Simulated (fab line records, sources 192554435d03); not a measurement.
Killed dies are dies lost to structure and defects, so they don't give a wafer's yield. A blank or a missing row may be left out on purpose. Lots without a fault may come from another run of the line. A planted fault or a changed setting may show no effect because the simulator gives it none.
Chamber matching | flow n5_finfet | N5_FIN_SAQP_SPACER1_ALD_24 on ald_sin-02: 4 sister chambers
The step deposits SiO2, target thk 20.3 nm, pulse time 1 s, purge time 2 s. 24 wafers are shown with their chamber, then 12 later ones without.

WAFERS WITH THEIR CHAMBER
wafer  | chamber | heater_power_w (W) | precursor_pulse_height_rel
L074.2 | 1       | 487                | 1.016
L074.5 | 3       | 408                | 0.983
L074.6 | 0       | 509                | 1.031
L076.3 | 3       | 404                | 1.035
L076.5 | 3       | 410                | 1.006
L076.6 | 2       | 442                | 1.013
L079.1 | 2       | 451                | 0.980
L079.4 | 3       | 415                | 1.007
L079.5 | 2       | 440                | 1.019
L082.2 | 3       | 408                | 0.975
L082.5 | 1       | 489                | 1.033
L082.6 | 0       | 503                | 0.991
L083.1 | 2       | 443                | 0.974
L083.2 | 3       | 417                | 0.998
L083.3 | 0       | 512                | 1.036
L083.4 | 1       | 500                | 0.973
L083.5 | 0       | 512                | 1.006
L083.6 | 1       | 503                | 1.017
L084.1 | 3       | 400                | 0.976
L084.2 | 2       | 440                | 0.994
L084.3 | 1       | 486                | 1.009
L084.4 | 0       | 506                | 0.983
L084.5 | 1       | 493                | 0.986
L084.6 | 0       | 508                | 1.016

SIGNATURES (means of the wafers above)
reading                    | chamber 0 | chamber 1 | chamber 2 | chamber 3 | scatter within a chamber
heater_power_w             | 508.33    | 493.00    | 443.20    | 408.86    | 5.49
precursor_pulse_height_rel | 1.01050   | 1.00567   | 0.99600   | 0.99714   | 0.0212
Rule: a wafer's distance from a chamber is the root of the sum, over the readings, of the square of ((its reading less the chamber's mean) divided by the reading's scatter). The wafer belongs to the nearest chamber; if the next one is less than 2 further off, it can't be placed. The scatter: the root of (the sum of the squares of (reading less its chamber's mean) over the shown wafers, divided by (wafers less chambers)).

WAFERS WITHOUT THEIR CHAMBER
wafer  | heater_power_w (W) | precursor_pulse_height_rel
L086.3 | 480                | 1.039
L086.5 | 427                | 1.022
L086.6 | 489                | 1.014
L087.1 | 514                | 0.989
L087.2 | 496                | 0.969
L087.3 | 441                | 1.037
L087.4 | 409                | 1.007
L087.5 | 509                | 1.016
L087.6 | 506                | 1.011
L091.2 | 485                | 1.008
L091.4 | 433                | 0.990
L091.6 | 420                | 0.984

WHICH CHAMBER EACH WENT THROUGH
wafer  | from the rows above     | in truth
L086.3 | 1                       | 1
L086.5 | can't be placed: 2 or 3 | 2
L086.6 | 1                       | 1
L087.1 | 0                       | 0
L087.2 | can't be placed: 1 or 0 | 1
L087.3 | 2                       | 2
L087.4 | 3                       | 3
L087.5 | 0                       | 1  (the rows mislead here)
L087.6 | can't be placed: 0 or 1 | 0
L091.2 | 1                       | 1
L091.4 | 2                       | 2
L091.6 | 3                       | 3
Placed correctly: 8 of 12. Can't be placed from these rows: 3 (the true chamber is among the candidates in 3). Placed wrongly: 1.
